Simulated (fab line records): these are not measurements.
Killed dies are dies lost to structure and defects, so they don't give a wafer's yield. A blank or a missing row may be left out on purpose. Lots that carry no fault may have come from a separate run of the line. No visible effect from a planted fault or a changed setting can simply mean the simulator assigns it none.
Split-lot study :: flow n5 finfet :: route with 1938 steps; 7 lots, 21 wafers read

== SPLIT DETAILS ==
At N5_BEOL_M11_ETCH_66 (etches SOC in N2/H2, target depth 120 nm, overetch 24 nm, time 180 s), the setting time s was moved away from the recipe's 180 s on 7 of the 21 wafers read, by -9.7% to +15.8%. The other wafers ran this setting at the recipe's value.

The reading is taken at the split's own step.

== THE READING ==
SiARC_of_BEOL_M11_COAT_64.thk nm (the simulator's own value, which no gauge read), in nm, at N5_BEOL_M11_ETCH_66 (etches SOC in N2/H2, target depth 120 nm, overetch 24 nm, time 180 s). The file gives no usual value for it. Across the 14 wafers here that went through the recipe, the average is 22.8 nm and the standard deviation 0.17 nm.

wafer: L076.1
tool, chamber at the split: rie diel-06, 0
time s as run, s: 180
against the recipe: recipe
SiARC_of_BEOL_M11_COAT_64.thk nm, nm: 22.8
against lot-mates on the recipe: -

wafer: L076.3
tool, chamber at the split: rie diel-06, 1,2
time s as run, s: 208.4
against the recipe: +15.8%
SiARC_of_BEOL_M11_COAT_64.thk nm, nm: 21.6
against lot-mates on the recipe: -1.2

wafer: L076.5
tool, chamber at the split: rie diel-06, 1,2
time s as run, s: 208.4
against the recipe: +15.8%
SiARC_of_BEOL_M11_COAT_64.thk nm, nm: 21.6
against lot-mates on the recipe: -1.2

wafer: L080.1
tool, chamber at the split: rie diel-04, 3
time s as run, s: 180
against the recipe: recipe
SiARC_of_BEOL_M11_COAT_64.thk nm, nm: 23
against lot-mates on the recipe: -

wafer: L080.2
tool, chamber at the split: rie diel-04, 1
time s as run, s: 180
against the recipe: recipe
SiARC_of_BEOL_M11_COAT_64.thk nm, nm: 22.8
against lot-mates on the recipe: -

wafer: L080.3
tool, chamber at the split: rie diel-04, 2
time s as run, s: 180
against the recipe: recipe
SiARC_of_BEOL_M11_COAT_64.thk nm, nm: 22.4
against lot-mates on the recipe: -

wafer: L081.2
tool, chamber at the split: rie diel-06, 2
time s as run, s: 180
against the recipe: recipe
SiARC_of_BEOL_M11_COAT_64.thk nm, nm: 23
against lot-mates on the recipe: -

wafer: L081.3
tool, chamber at the split: rie diel-06, 0,2
time s as run, s: 180
against the recipe: recipe
SiARC_of_BEOL_M11_COAT_64.thk nm, nm: 22.8
against lot-mates on the recipe: -

wafer: L081.5
tool, chamber at the split: rie diel-06, 0,2
time s as run, s: 180
against the recipe: recipe
SiARC_of_BEOL_M11_COAT_64.thk nm, nm: 22.8
against lot-mates on the recipe: -

wafer: L089.1
tool, chamber at the split: rie diel-04, 3
time s as run, s: 199.7
against the recipe: +10.9%
SiARC_of_BEOL_M11_COAT_64.thk nm, nm: 22.2
against lot-mates on the recipe: -0.6

wafer: L089.2
tool, chamber at the split: rie diel-04, 1,0
time s as run, s: 180
against the recipe: recipe
SiARC_of_BEOL_M11_COAT_64.thk nm, nm: 22.8
against lot-mates on the recipe: -

wafer: L089.4
tool, chamber at the split: rie diel-04, 1,0
time s as run, s: 180
against the recipe: recipe
SiARC_of_BEOL_M11_COAT_64.thk nm, nm: 22.8
against lot-mates on the recipe: -

wafer: L088.3
tool, chamber at the split: rie diel-02, 3
time s as run, s: 180
against the recipe: recipe
SiARC_of_BEOL_M11_COAT_64.thk nm, nm: 23
against lot-mates on the recipe: -

wafer: L088.4
tool, chamber at the split: rie diel-02, 2
time s as run, s: 180
against the recipe: recipe
SiARC_of_BEOL_M11_COAT_64.thk nm, nm: 22.6
against lot-mates on the recipe: -

wafer: L088.5
tool, chamber at the split: rie diel-02, 0
time s as run, s: 165.5
against the recipe: -8.1%
SiARC_of_BEOL_M11_COAT_64.thk nm, nm: 23.8
against lot-mates on the recipe: +1.0

wafer: L097.1
tool, chamber at the split: rie diel-04, 2
time s as run, s: 162.5
against the recipe: -9.7%
SiARC_of_BEOL_M11_COAT_64.thk nm, nm: 23.2
against lot-mates on the recipe: +0.5

wafer: L097.2
tool, chamber at the split: rie diel-04, 1
time s as run, s: 180
against the recipe: recipe
SiARC_of_BEOL_M11_COAT_64.thk nm, nm: 22.6
against lot-mates on the recipe: -

wafer: L097.4
tool, chamber at the split: rie diel-04, 1
time s as run, s: 180
against the recipe: recipe
SiARC_of_BEOL_M11_COAT_64.thk nm, nm: 22.8
against lot-mates on the recipe: -

wafer: L095.2
tool, chamber at the split: rie diel-02, 1,0
time s as run, s: 164.8
against the recipe: -8.4%
SiARC_of_BEOL_M11_COAT_64.thk nm, nm: 23.6
against lot-mates on the recipe: +0.6

wafer: L095.4
tool, chamber at the split: rie diel-02, 1,0
time s as run, s: 164.8
against the recipe: -8.4%
SiARC_of_BEOL_M11_COAT_64.thk nm, nm: 23.6
against lot-mates on the recipe: +0.6

wafer: L095.5
tool, chamber at the split: rie diel-02, 1
time s as run, s: 180
against the recipe: recipe
SiARC_of_BEOL_M11_COAT_64.thk nm, nm: 23
against lot-mates on the recipe: -
Where a row lists several chambers, the file gives one row for several wafers and doesn't say which wafer went through which chamber.

FIT RESULTS
A straight line over all 21 wafers: SiARC_of_BEOL_M11_COAT_64.thk nm changes by -0.0762 nm for each +1% of time s; r = -0.94; the points scatter about the line by 0.2 nm.
The same after taking each lot's own level away (the mean of its wafers on the recipe; 21 wafers): -0.0735 nm for each +1%; r = -0.95; scatter 0.17 nm.
Per that fit: largest time s move, reading shift of 1.2 nm.
The span of the lots' own levels, 22.70 to 23.00 nm, comes to 1.8 times the standard deviation stated above.
The two slopes are in agreement: the lot-to-lot level therefore moves the slope only a little.
Check: with one of the wafers moved furthest among these (+15.8%) left out of the fit, the line predicts -1.12 nm for it against its lot-mates. It came out at -1.2 nm against them.

== OTHER SPLITS APPLIED TO THESE WAFERS ==
Before the reading, these wafers also passed through other splits. Each is held against what the fit with the lots' levels taken away leaves over:
other split on the same wafers: N5_BEOL_M10_EXPOSE_25 dose mj
wafers away from the commonest value: 3
r with SiARC_of_BEOL_M11_COAT_64.thk nm (lot level and that fit taken away): -0.13

other split on the same wafers: N5_BEOL_M10_VIA_ETCH_34 source w
wafers away from the commonest value: 8
r with SiARC_of_BEOL_M11_COAT_64.thk nm (lot level and that fit taken away): +0.14

== THE FILE'S OWN FIT ==
SiARC_of_BEOL_M11_COAT_64.thk nm changes by -0.0725 nm for each +1% of time s, r = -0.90.
